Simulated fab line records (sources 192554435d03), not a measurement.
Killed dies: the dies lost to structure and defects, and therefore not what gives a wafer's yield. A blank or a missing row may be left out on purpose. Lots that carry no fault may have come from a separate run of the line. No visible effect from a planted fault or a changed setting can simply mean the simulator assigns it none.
Split-lot experiment / flow n5-finfet / 21 wafers read from 7 lots, route of 1938 steps

THE SPLIT
At N5_ZERO_LAYER_ETCH_18 (etches Si in HBr/Cl2, target depth 120 nm, time 40 s), the setting icp-w was moved away from the recipe's 800 W on 9 of the 21 wafers read, by -17.9% to +12.1%. For the rest of the wafers, this setting stayed at what the recipe calls for.

The reading comes from the split's own step.

THE READING
etch.depth-nm (the simulator's own value, which no gauge read), in nm, at N5_ZERO_LAYER_ETCH_18 (etches Si in HBr/Cl2, target depth 120 nm, time 40 s). There is no usual value for it anywhere in the file. Across the 12 wafers here that went through the recipe, the average is 120.0 nm and the standard deviation 1 nm.

wafer=L074.1; tool, chamber at the split=rie-si-02, 3; icp-w as run, W=747.6; against the recipe=-6.6%; etch.depth-nm, nm=115; against lot-mates on the recipe=-5.5
wafer=L074.4; tool, chamber at the split=rie-si-02, 0; icp-w as run, W=800; against the recipe=recipe; etch.depth-nm, nm=120.5; against lot-mates on the recipe=-
wafer=L074.5; tool, chamber at the split=rie-si-02, 3; icp-w as run, W=747.6; against the recipe=-6.6%; etch.depth-nm, nm=115.1; against lot-mates on the recipe=-5.4
wafer=L080.1; tool, chamber at the split=rie-si-02, 0; icp-w as run, W=656.9; against the recipe=-17.9%; etch.depth-nm, nm=110; against lot-mates on the recipe=-10.8
wafer=L080.3; tool, chamber at the split=rie-si-02, 1; icp-w as run, W=656.9; against the recipe=-17.9%; etch.depth-nm, nm=109.6; against lot-mates on the recipe=-11.2
wafer=L080.6; tool, chamber at the split=rie-si-02, 1; icp-w as run, W=800; against the recipe=recipe; etch.depth-nm, nm=120.8; against lot-mates on the recipe=-
wafer=L084.1; tool, chamber at the split=rie-si-06, 2; icp-w as run, W=800; against the recipe=recipe; etch.depth-nm, nm=120; against lot-mates on the recipe=-
wafer=L084.2; tool, chamber at the split=rie-si-06, 0; icp-w as run, W=800; against the recipe=recipe; etch.depth-nm, nm=121.3; against lot-mates on the recipe=-
wafer=L084.3; tool, chamber at the split=rie-si-06, 3; icp-w as run, W=856.7; against the recipe=+7.1%; etch.depth-nm, nm=122.2; against lot-mates on the recipe=+1.5
wafer=L087.2; tool, chamber at the split=rie-si-06, 1; icp-w as run, W=800; against the recipe=recipe; etch.depth-nm, nm=118.9; against lot-mates on the recipe=-
wafer=L087.3; tool, chamber at the split=rie-si-06, 3; icp-w as run, W=800; against the recipe=recipe; etch.depth-nm, nm=118.6; against lot-mates on the recipe=-
wafer=L087.6; tool, chamber at the split=rie-si-06, 1; icp-w as run, W=839.5; against the recipe=+4.9%; etch.depth-nm, nm=122.8; against lot-mates on the recipe=+4.0
wafer=L091.1; tool, chamber at the split=rie-si-02, 0; icp-w as run, W=800; against the recipe=recipe; etch.depth-nm, nm=120.4; against lot-mates on the recipe=-
wafer=L091.4; tool, chamber at the split=rie-si-02, 3; icp-w as run, W=800; against the recipe=recipe; etch.depth-nm, nm=117.7; against lot-mates on the recipe=-
wafer=L091.5; tool, chamber at the split=rie-si-02, 3; icp-w as run, W=896.8; against the recipe=+12.1%; etch.depth-nm, nm=125.5; against lot-mates on the recipe=+6.4
wafer=L094.1; tool, chamber at the split=rie-si-05, 3; icp-w as run, W=800; against the recipe=recipe; etch.depth-nm, nm=120.8; against lot-mates on the recipe=-
wafer=L094.3; tool, chamber at the split=rie-si-05, 1; icp-w as run, W=882.2; against the recipe=+10.3%; etch.depth-nm, nm=125.5; against lot-mates on the recipe=+4.7
wafer=L094.5; tool, chamber at the split=rie-si-05, 0; icp-w as run, W=882.2; against the recipe=+10.3%; etch.depth-nm, nm=124.4; against lot-mates on the recipe=+3.6
wafer=L095.3; tool, chamber at the split=rie-si-02, 1; icp-w as run, W=800; against the recipe=recipe; etch.depth-nm, nm=120.4; against lot-mates on the recipe=-
wafer=L095.4; tool, chamber at the split=rie-si-02, 0; icp-w as run, W=800; against the recipe=recipe; etch.depth-nm, nm=120.3; against lot-mates on the recipe=-
wafer=L095.6; tool, chamber at the split=rie-si-02, 0; icp-w as run, W=800; against the recipe=recipe; etch.depth-nm, nm=120.3; against lot-mates on the recipe=-

THE FIT
A straight line over all 21 wafers: etch.depth-nm changes by +0.541 nm for each +1% of icp-w; r = +0.97; the points scatter about the line by 1 nm.
The same after taking each lot's own level away (the mean of its wafers on the recipe; 21 wafers): +0.568 nm for each +1%; r = +0.97; scatter 1.1 nm.
That fit puts the effect of the largest move of icp-w on the reading at 10 nm.
Across the lots, their own levels run from 118.75 to 120.80 nm, a range of 2.0 times the standard deviation given above.
Consequently the slope shifts little with the lot-to-lot level, the two slopes agreeing.
Check: for one of the wafers moved furthest among these (-17.9%), held out of the fit, the line's prediction against its lot-mates is -10.6 nm. Against them it came out at -10.8 nm.

THE WHOLE CHAIN: every reading that the file lists as answering this split, in the file's order
step=N5_ZERO_LAYER_ETCH_18; what it does=etches Si in HBr/Cl2, target depth 120 nm, time 40 s; reading=ZERO_LAYER.feature-depth-nm (the simulator's own value, which no gauge read); change (the file's fit)=+0.558 nm for each +1% of the setting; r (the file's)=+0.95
step=N5_ZERO_LAYER_ETCH_18; what it does=etches Si in HBr/Cl2, target depth 120 nm, time 40 s; reading=etch.depth-nm (the simulator's own value, which no gauge read); change (the file's fit)=+0.558 nm for each +1% of the setting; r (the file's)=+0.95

THE FILE'S OWN FIT
etch.depth-nm changes by +0.558 nm for each +1% of icp-w, r = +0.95.
